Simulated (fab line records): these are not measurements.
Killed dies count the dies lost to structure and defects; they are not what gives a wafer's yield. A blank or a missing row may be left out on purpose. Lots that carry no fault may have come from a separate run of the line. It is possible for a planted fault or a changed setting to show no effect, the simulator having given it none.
Which tool is to blame? + flow nandHarc + 45 wafers from 15 lots sampled at 3 of the route's 1302 steps

== WHAT THE GAUGES SHOWED, per wafer ==
NHARC_A_DECK1_JOINT_THK_MEAS_14: measures by ellipsometry.
| lot  | measured     | on           | thkNm (nm)     |
|------|--------------|--------------|----------------|
| L907 | day 11 17:08 | filmMetro-02 | 52.1 49.8 51.0 |
| L909 | day 12 01:32 | filmMetro-02 | 50.6 50.1 52.4 |
| L910 | day 12 15:03 | filmMetro-01 | 52.5 51.9 52.1 |
| L911 | day 13 05:33 | filmMetro-01 | 51.0 51.0 53.5 |
| L912 | day 13 18:10 | filmMetro-01 | 50.4 50.8 50.0 |
| L913 | day 13 18:10 | filmMetro-02 | 48.5 48.9 51.1 |
| L916 | day 15 08:06 | filmMetro-02 | 52.2 51.0 52.3 |
| L917 | day 15 08:06 | filmMetro-01 | 53.3 53.0 51.3 |
| L918 | day 15 20:29 | filmMetro-02 | 53.2 50.5 51.4 |
| L920 | day 16 19:40 | filmMetro-01 | 51.7 53.6 52.3 |
| L922 | day 17 08:36 | filmMetro-01 | 51.3 50.4 50.7 |
| L926 | day 19 11:13 | filmMetro-02 | 50.9 50.1 50.2 |
| L927 | day 19 18:35 | filmMetro-02 | 52.6 54.2 49.6 |
| L928 | day 20 01:07 | filmMetro-01 | 50.7 48.6 51.2 |
| L930 | day 21 01:30 | filmMetro-02 | 51.9 51.0 49.8 |

== WHICH TOOL RAN EACH LOT (tool, then ch and the chambers of the sampled wafers, then the start) ==
| lot  | NHARC_A_CHANNEL_HOLE_D1_ETCH_33 | NHARC_A_CHANNEL_FILL_D1_ALD_03               |
|------|---------------------------------|----------------------------------------------|
| L907 | harEtch-01 ch 0,1, day 9 01:30  | aldSinBatch-03 ch 0, day 11 17:08 or earlier |
| L909 | harEtch-02 ch 0,1, day 9 07:01  | aldSinBatch-01 ch 0, day 12 01:32 or earlier |
| L910 | harEtch-01 ch 0,1, day 10 00:26 | aldSinBatch-03 ch 0, day 12 15:03 or earlier |
| L911 | harEtch-01 ch 0,1, day 10 14:25 | aldSinBatch-02 ch 0, day 13 05:33 or earlier |
| L912 | harEtch-02 ch 0,1, day 11 05:44 | aldSinBatch-03 ch 0, day 13 18:10 or earlier |
| L913 | harEtch-01 ch 0,1, day 11 06:40 | aldSinBatch-03 ch 0, day 13 18:10 or earlier |
| L916 | harEtch-01 ch 0,1, day 12 17:41 | aldSinBatch-01 ch 0, day 15 08:06 or earlier |
| L917 | harEtch-02 ch 1, day 12 22:26   | aldSinBatch-01 ch 0, day 15 08:06 or earlier |
| L918 | harEtch-02 ch 1, day 13 06:52   | aldSinBatch-03 ch 0, day 15 20:29 or earlier |
| L920 | harEtch-02 ch 0,1, day 14 02:39 | aldSinBatch-01 ch 0, day 16 19:40 or earlier |
| L922 | harEtch-02 ch 0,1, day 14 19:58 | aldSinBatch-03 ch 0, day 17 08:36 or earlier |
| L926 | harEtch-02 ch 0,1, day 16 18:23 | aldSinBatch-01 ch 0, day 19 11:13 or earlier |
| L927 | harEtch-01 ch 0,1, day 17 06:16 | aldSinBatch-01 ch 0, day 19 18:35 or earlier |
| L928 | harEtch-01 ch 0,1, day 17 10:28 | aldSinBatch-02 ch 0, day 20 01:07 or earlier |
| L930 | harEtch-01 ch 0, day 18 10:13   | aldSinBatch-03 ch 0, day 21 01:30 or earlier |
- NHARC_A_CHANNEL_HOLE_D1_ETCH_33: etches the open film in C4F8/O2/Ar, time 90 s, target depth 400 nm.
- NHARC_A_CHANNEL_FILL_D1_ALD_03: deposits SiNx, target thk 6 nm, pulse time 60 s, ald cycles 58.

== WHAT THE TOOLS THEMSELVES READ (means of the sampled wafers that have a number; where no wafer has one, the mark that the record gives instead) ==
NHARC_A_CHANNEL_HOLE_D1_ETCH_33.
| lot  | tool       | chamberPressureMTorr (mTorr) | drypumpMotorCurrentA (A) | mfcArSccm (sccm) | showerheadPlenumPTorr (Torr) | throttleValvePct (%) |
|------|------------|------------------------------|--------------------------|------------------|------------------------------|----------------------|
| L907 | harEtch-01 | 25.041                       | 6.03                     | 374.3            | 3.64                         | 27.617               |
| L909 | harEtch-02 | 25.009                       | 5.67                     | 374.8            | 3.46                         | 27.618               |
| L910 | harEtch-01 | 24.997                       | 6.08                     | 373.8            | 3.69                         | 27.609               |
| L911 | harEtch-01 | 25.007                       | 6.02                     | 374.6            | 3.63                         | 27.623               |
| L912 | harEtch-02 | 25.015                       | 5.56                     | 375.4            | 3.47                         | 27.618               |
| L913 | harEtch-01 | 24.990                       | 6.04                     | 375.1            | 3.62                         | 27.628               |
| L916 | harEtch-01 | 24.998                       | 6.09                     | 375.0            | 3.67                         | 27.620               |
| L917 | harEtch-02 | 24.987                       | 5.45                     | 373.6            | 3.48                         | 27.613               |
| L918 | harEtch-02 | 24.979                       | 5.46                     | 377.5            | 3.48                         | 27.617               |
| L920 | harEtch-02 | 24.992                       | 5.56                     | 374.8            | 3.64                         | 27.621               |
| L922 | harEtch-02 | 24.992                       | 5.65                     | 374.4            | 3.80                         | 27.623               |
| L926 | harEtch-02 | 25.016                       | 5.55                     | 374.2            | 3.62                         | 27.617               |
| L927 | harEtch-01 | 24.991                       | 6.09                     | 376.5            | 3.64                         | 27.617               |
| L928 | harEtch-01 | 24.995                       | 6.07                     | 374.9            | 3.64                         | 27.620               |
| L930 | harEtch-01 | 25.002                       | 6.01                     | 375.0            | 3.50                         | 27.625               |

NHARC_A_CHANNEL_FILL_D1_ALD_03.
| lot  | tool           | precursorPulseHeightRel |
|------|----------------|-------------------------|
| L907 | aldSinBatch-03 | 0.993                   |
| L909 | aldSinBatch-01 | 1.001                   |
| L910 | aldSinBatch-03 | 0.983                   |
| L911 | aldSinBatch-02 | 1.004                   |
| L912 | aldSinBatch-03 | 1.011                   |
| L913 | aldSinBatch-03 | 0.996                   |
| L916 | aldSinBatch-01 | 0.997                   |
| L917 | aldSinBatch-01 | 0.986                   |
| L918 | aldSinBatch-03 | 1.025                   |
| L920 | aldSinBatch-01 | 1.010                   |
| L922 | aldSinBatch-03 | 0.982                   |
| L926 | aldSinBatch-01 | 1.008                   |
| L927 | aldSinBatch-01 | 0.991                   |
| L928 | aldSinBatch-02 | 0.999                   |
| L930 | aldSinBatch-03 | 0.996                   |

== THE ANSWER, worked out from the rows above alone ==
Rule: usual is defined by the lots themselves. The widest of any qualifying gaps counts: lots, ordered by their means at a reading, are off when they make up no more than a third of the lots, leave a main group of 4 or more, and stand apart from it by 3 or more times the standard deviation of that group's means. Not used: any main group whose means are identical at the precision the tables above print for the reading. A lot without any number at a reading at which 4 lots or more have one is off too. Any other lot the step has rows for is counted as sound. First the gauges in route order, then the tools' own readings, where a lot's mean is used as printed above. At the first step where some lot is off, the reading lying furthest off is the one used; lots without a number count as furthest.
None of the lots is off at any reading shown; this tells nothing.

== WHAT THE SIMULATOR HAD INSERTED ==
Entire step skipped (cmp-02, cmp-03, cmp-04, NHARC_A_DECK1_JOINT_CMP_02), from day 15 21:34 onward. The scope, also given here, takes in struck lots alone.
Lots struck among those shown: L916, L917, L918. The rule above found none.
